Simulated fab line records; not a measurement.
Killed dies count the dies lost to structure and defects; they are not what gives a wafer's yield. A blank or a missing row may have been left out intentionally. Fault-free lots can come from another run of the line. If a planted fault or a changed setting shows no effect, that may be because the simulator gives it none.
Chamber matching + flow nand-harc + NHARC_A_CHANNEL_FILL_D1_STRIP_28 on rie-diel-11 has 4 sister chambers
The step strips in O2, time 20 s. 18 wafers are shown with their chamber, then 9 later ones without.

== WAFERS WITH THEIR CHAMBER ==
| wafer  | chamber | oes-product-au (a.u.) | rf-vpp-V (V) | throttle-valve-pct (%) |
|--------|---------|-----------------------|--------------|------------------------|
| L075.3 | 2       | 0.997                 | 56.2         | 17.026                 |
| L075.4 | 3       | 0.993                 | 58.6         | 17.040                 |
| L075.6 | 3       | 0.990                 | 58.9         | 17.036                 |
| L078.1 | 2       | 1.002                 | 58.0         | 17.034                 |
| L078.2 | 0       | 1.009                 | 57.9         | 17.037                 |
| L078.4 | 3       | 0.996                 | 57.0         | 17.031                 |
| L080.1 | 1       | 1.006                 | 58.1         | 17.053                 |
| L080.3 | 0       | 0.993                 | 57.3         | 17.036                 |
| L080.6 | 0       | 0.996                 | 57.4         | 17.025                 |
| L084.1 | 1       | 1.001                 | 58.2         | 17.029                 |
| L084.2 | 3       | 0.988                 | 58.5         | 17.015                 |
| L084.5 | 0       | 1.000                 | 57.3         | 17.036                 |
| L088.2 | 0       | 0.994                 | 57.0         | 17.035                 |
| L088.3 | 2       | 0.991                 | 57.2         | 17.029                 |
| L088.6 | 0       | 0.998                 | 56.7         | 17.031                 |
| L085.1 | 0       | 0.991                 | 58.7         | 17.038                 |
| L085.4 | 2       | 0.989                 | 57.3         | 17.048                 |
| L085.6 | 3       | 0.991                 | 58.2         | 17.043                 |

SIGNATURES, as means of the wafers listed above
| reading            | chamber 0 | chamber 1 | chamber 2 | chamber 3 | scatter within a chamber |
|--------------------|-----------|-----------|-----------|-----------|--------------------------|
| oes-product-au     | 0.99729   | 1.00350   | 0.99475   | 0.99160   | 0.00514                  |
| rf-vpp-V           | 57.471    | 58.150    | 57.175    | 58.240    | 0.676                    |
| throttle-valve-pct | 17.03400  | 17.04100  | 17.03425  | 17.03300  | 0.00919                  |
Rule: a wafer lies at a distance from a chamber equal to the root of the sum of squares, over the readings, of (its reading less the chamber's mean, divided by the reading's scatter). If the next closest chamber is less than 2 further off than the closest, the wafer can't be placed; otherwise it belongs to the closest. How the scatter is found: for the shown wafers, subtract from each reading the mean of its chamber, square and add these, divide the total by (wafers less chambers), then take the root.

== WAFERS WITHOUT THEIR CHAMBER ==
| wafer  | oes-product-au (a.u.) | rf-vpp-V (V) | throttle-valve-pct (%) |
|--------|-----------------------|--------------|------------------------|
| L090.4 | 0.997                 | 58.1         | 17.033                 |
| L090.5 | 1.014                 | 58.0         | 17.032                 |
| L090.6 | 1.009                 | 56.5         | 17.044                 |
| L091.1 | 0.995                 | 57.1         | 17.048                 |
| L091.3 | 1.011                 | 57.8         | 17.048                 |
| L091.4 | 1.008                 | 57.2         | 17.038                 |
| L097.1 | 0.997                 | 57.4         | 17.032                 |
| L097.2 | 1.015                 | 57.2         | 17.035                 |
| L097.4 | 1.001                 | 58.3         | 17.038                 |

== WHICH CHAMBER EACH WENT THROUGH ==
| wafer  | from the rows above               | in truth |
|--------|-----------------------------------|----------|
| L090.4 | can't be placed: 0 or 3 or 2 or 1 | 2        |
| L090.5 | can't be placed: 1 or 0 or 2      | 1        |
| L090.6 | can't be placed: 1 or 0 or 2 or 3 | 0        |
| L091.1 | can't be placed: 2 or 0 or 1 or 3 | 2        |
| L091.3 | can't be placed: 1 or 0 or 2      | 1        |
| L091.4 | can't be placed: 1 or 0 or 2 or 3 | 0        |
| L097.1 | can't be placed: 0 or 2 or 3 or 1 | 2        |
| L097.2 | can't be placed: 1 or 0 or 2      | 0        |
| L097.4 | can't be placed: 1 or 0 or 3 or 2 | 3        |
Placed correctly: 0 of 9. From these rows, 9 cannot be placed; in 9 the true chamber is one of the candidates. Placed wrongly: 0.
